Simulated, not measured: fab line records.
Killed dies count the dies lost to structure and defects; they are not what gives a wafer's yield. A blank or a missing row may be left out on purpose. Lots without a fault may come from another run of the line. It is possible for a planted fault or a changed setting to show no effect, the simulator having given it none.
A lot that was struck, set against a sound lot :: flow nand-harc :: 17 steps out of a route of 1302
Sound: the wafers L731.1, L731.4, L731.5. Struck: wafer L736.4 (left out: L736.2, L736.3 of the same lot, which were not struck); the cause appears at the end.
Per side, at each step with rows, come the tool, then ch with its chambers, and then its first start. Under that, the readings that differ: sound wafers :: struck wafers :: difference of the means :: sigmas: that difference in standard deviations of wafers without a fault.
alike: words and numbers the same on both sides, and readings whose means are apart by under 2 such deviations; not compared: readings that were withheld, readings missing a value for some wafer, numbers with overlapping values and no deviation given by the record, and bounds like >300 which may hide the same value.
A row with sigmas, a row that says differs or no value, or rows on one side alone: a step with any of these is where the two part. Numbers that have no deviation but don't overlap get no sigmas and don't part them. A reading missing from all wafers of one side parts the sides only when that side holds two or more wafers.

NHARC_P_M2_INSPECT_11:
  struck on defect-inspect-02, day 9 17:22; sound on defect-inspect-02, day 7 16:52
reading: raw-defect-count
sound: 9 4 8
struck: 2
difference: -5
sigmas: -2
NHARC_P_M2_DESCUM_14: chemistry O2, time 3 s.
  sound on rie-diel-03 ch 0,3, day 7 16:56; struck on rie-diel-03 ch 3, day 9 17:25
  alike: drypump-motor-current-A, oes-product-au, rf-vpp-V, showerhead-plenum-p-Torr, throttle-valve-pct
  not compared: rf-hours-counter-h
NHARC_P_M2_ETCH_35: etches the open film in N2/H2, target depth 40 nm, overetch 12 nm, time 43.94 s.
  sound on rie-diel-03 ch 2,3, day 7 17:01; struck on rie-diel-03 ch 1, day 9 17:31
reading: drypump-motor-current-A (A)
sound: 5.7 5.0 4.9
struck: 6.3
difference: +1.1
sigmas: +3
  alike: bias-w, n2-flow-sccm, oes-product-au, rf-vpp-V, showerhead-plenum-p-Torr, throttle-valve-pct
  not compared: rf-hours-counter-h
then, 1 step without rows for these wafers: NHARC_P_M2_ETCH_15 (etches the open film in C4F8/Ar, target depth 182.5 nm, time 91.2 s).
NHARC_P_M2_CD_MEAS_16:
  struck on cd-sem-03, day 9 17:44; sound on cd-sem-03, day 7 17:14
  alike: cd-nm
NHARC_P_M2_STRIP_18: strips in N2/H2.
  sound on rie-diel-04 ch 0,1,2, day 7 17:22; struck on rie-diel-04 ch 1, day 9 17:48
reading: n2-flow-sccm (sccm)
sound: 150.6 150.9 149.5
struck: 149.1
difference: -1.2
sigmas: -3
  alike: drypump-motor-current-A, oes-product-au, rf-vpp-V, showerhead-plenum-p-Torr, throttle-valve-pct
  not compared: rf-hours-counter-h
then, 4 steps without rows for these wafers: NHARC_P_M2_ETCH_28 (etches the open film in CF4/N2, target depth 30 nm, time 72.99 s); NHARC_P_M2_STRIP_19 (strips in post etch residue remover, time 600 s); NHARC_P_M2_DEGAS_29 (time 60 s); NHARC_P_M2_PRE_CLEAN_30 (time 30 s).
NHARC_P_M2_PVD_20: deposits TaN, target thk 5 nm, time 8.06 s.
  sound on pvd-sputter-03; struck on pvd-sputter-02
  alike: throttle-valve-pct
NHARC_P_M2_PVD_21: deposits Cu, target thk 30 nm, time 20.49 s.
  sound on pvd-sputter-03; struck on pvd-sputter-02
  alike: throttle-valve-pct
NHARC_P_M2_ECD_22: material Cu, target thk 400 nm.
  sound on ecd-cu-02 ch 0,1, day 7 18:39; struck on ecd-cu-02 ch 0,1, day 9 18:52
then, 1 step without rows for these wafers: NHARC_P_M2_ANNEAL_31 (time 90 s).
NHARC_P_M2_CMP_23: polishes, t overpolish 20 s, target thk 144.3 nm.
  sound on cmp-04 ch 1,2,3, day 7 19:23; struck on cmp-03 ch 1, day 9 19:32
reading: time-to-endpoint-s (s)
sound: 31.2 28.9 33.5
struck: 17.8
difference: -13.4
sigmas: -5
  alike: motor-current-A
NHARC_P_M2_THK_MEAS_24: measures by xrf.
  struck on film-metro-01, day 9 19:52; sound on film-metro-02, day 7 19:39
  alike: thk-nm
-- break in the record here, with 17 days between the starts of the struck wafers on either side (left off in module P_M2, picked up again in module END, where the first step shown is number 1302 on the route) --
NHARC_END_SORT_01:
  at this point the record logs the struck wafers (prober-01 ch 0, day 27 02:51) and has no rows for the sound ones

## WHERE THEY PART
Earliest at NHARC_P_M2_INSPECT_11; latest, in this record, at NHARC_END_SORT_01.

WHY: whatever the simulator had introduced
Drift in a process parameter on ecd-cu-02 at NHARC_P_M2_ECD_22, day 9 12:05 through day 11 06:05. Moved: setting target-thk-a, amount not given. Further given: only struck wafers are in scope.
